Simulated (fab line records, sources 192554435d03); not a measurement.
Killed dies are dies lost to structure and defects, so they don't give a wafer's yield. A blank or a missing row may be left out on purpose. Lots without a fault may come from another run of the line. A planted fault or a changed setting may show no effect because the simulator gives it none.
One fault seen from 2 desks | flow n5_finfet | each desk has only its own numbers; what lay behind them comes last

THE METROLOGY DESK
What the gauges read, lot by lot, whatever tool the lot ran on: means of the sampled wafers that have a number. A lot is out of limits, marked OUT, if its mean lies more than 4 standard deviations from the usual mean; the brackets give that distance. Of its 14 readings 7 are shown: the one that was out of limits first, and those that lie furthest out on some lot.
Columns: A = CJ_N at N5_BEOL_M4_RC_MEAS_101, usual 4.33; B = DIBL_N at N5_BEOL_M4_RC_MEAS_101, usual 36.2 mV/V; C = IOFF_N at N5_BEOL_M4_RC_MEAS_101, usual 0.16 nA/um; D = IOFF_N_85C at N5_BEOL_M4_RC_MEAS_101, usual 3.1 nA/um; E = RS_PWELL at N5_BEOL_M4_RC_MEAS_101, usual 3006 ohm/sq; F = SS_N at N5_BEOL_M4_RC_MEAS_101, usual 71.6 mV/dec; G = VT_P at N5_BEOL_M4_RC_MEAS_101, usual -251 mV
lot  | first seen here | A              | B               | C               | D              | E              | F               | G
L923 | day 1 13:36     | 4.36           | 34.6            | 0.15            | 2.9            | 2999           | 70.8            | -254
L924 | day 1 19:43     | 4.32           | 37.9            | 0.18            | 3.4            | 2989           | 72.1            | -251
L925 | day 2 01:50     | 4.29           | 35.8            | 0.16            | 3.2            | 2992           | 71.3            | -248
L927 | day 2 13:58     | 4.35           | 35.3            | 0.16            | 3.2            | 3007           | 71.5            | -249
L931 | day 3 13:46     | 4.46           | 36.5            | 0.16            | 3.1            | 3042           | 71.5            | -248
L932 | day 3 19:43     | 4.31           | 36.6            | 0.17            | 3.2            | 3025           | 71.3            | -249
L933 | day 4 01:37     | 4.25           | 35.5            | 0.17            | 3.3            | 2997           | 71.4            | -248
L934 | day 4 07:44     | 4.21           | 35.6            | 0.16            | 3.2            | 3028           | 71.1            | -254
L942 | day 6 07:52     | 2.61 (-13) OUT | 46.3 (+4.6) OUT | 0.66 (+12) OUT  | 10.0 (+10) OUT | 2279 (-32) OUT | 82.4 (+14) OUT  | -257
L944 | day 6 19:51     | 2.59 (-13) OUT | 40.5            | 0.36 (+5.0) OUT | 6.2 (+4.6) OUT | 2250 (-33) OUT | 75.8 (+5.3) OUT | -249
L945 | day 7 01:56     | 4.35           | 35.1            | 0.13            | 2.6            | 3013           | 70.6            | -256
This desk's finding: out of limits on L942, L944; first on L942, day 13 02:31 (CJ_N at N5_BEOL_M4_RC_MEAS_101). In limits: L923, L924, L925, L927, L931, L932, L933, L934, L945.

THE TOOL OWNER'S DESK: implanter-01
The tool's own readings at N5_WELL_APT_IMPLANT_32: means of the sampled wafers that have a number, for each lot that ran on this tool. A lot is out of limits, marked OUT, if its mean lies more than 4 standard deviations from the usual mean; the brackets give that distance.
Columns: A = beam_energy_keV at N5_WELL_APT_IMPLANT_32, usual 49.998
lot  | first seen here | A
L923 | day 1 15:14     | 50.008
L925 | day 2 03:58     | 49.995
L927 | day 2 15:31     | 49.976
L932 | day 4 00:15     | 49.998
L942 | day 6 09:47     | 108.113 (+99 or more) OUT
L944 | day 6 21:32     | 108.093 (+99 or more) OUT
This desk's finding: out of limits on L942, L944; first on L942, day 6 09:47 (beam_energy_keV at N5_WELL_APT_IMPLANT_32). In limits: L923, L925, L927, L932.

PUT TOGETHER
The tool owner's desk could have raised an alarm at day 6 09:47, on L942, L944.
The metrology desk could have raised an alarm at day 13 02:31, on L942, L944.
Of the lots named, all ran N5_WELL_APT_IMPLANT_32 on implanter-01.

WHAT THE SIMULATOR HAD PUT IN
Process parameter drift: implanter-01, from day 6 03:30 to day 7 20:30, at N5_WELL_APT_IMPLANT_32. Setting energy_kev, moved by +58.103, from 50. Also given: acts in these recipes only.
Lots struck among those shown: L942, L944.
Hours from the fault's start to each desk's first reading out of limits: the tool owner's desk, 6; the metrology desk, 167.
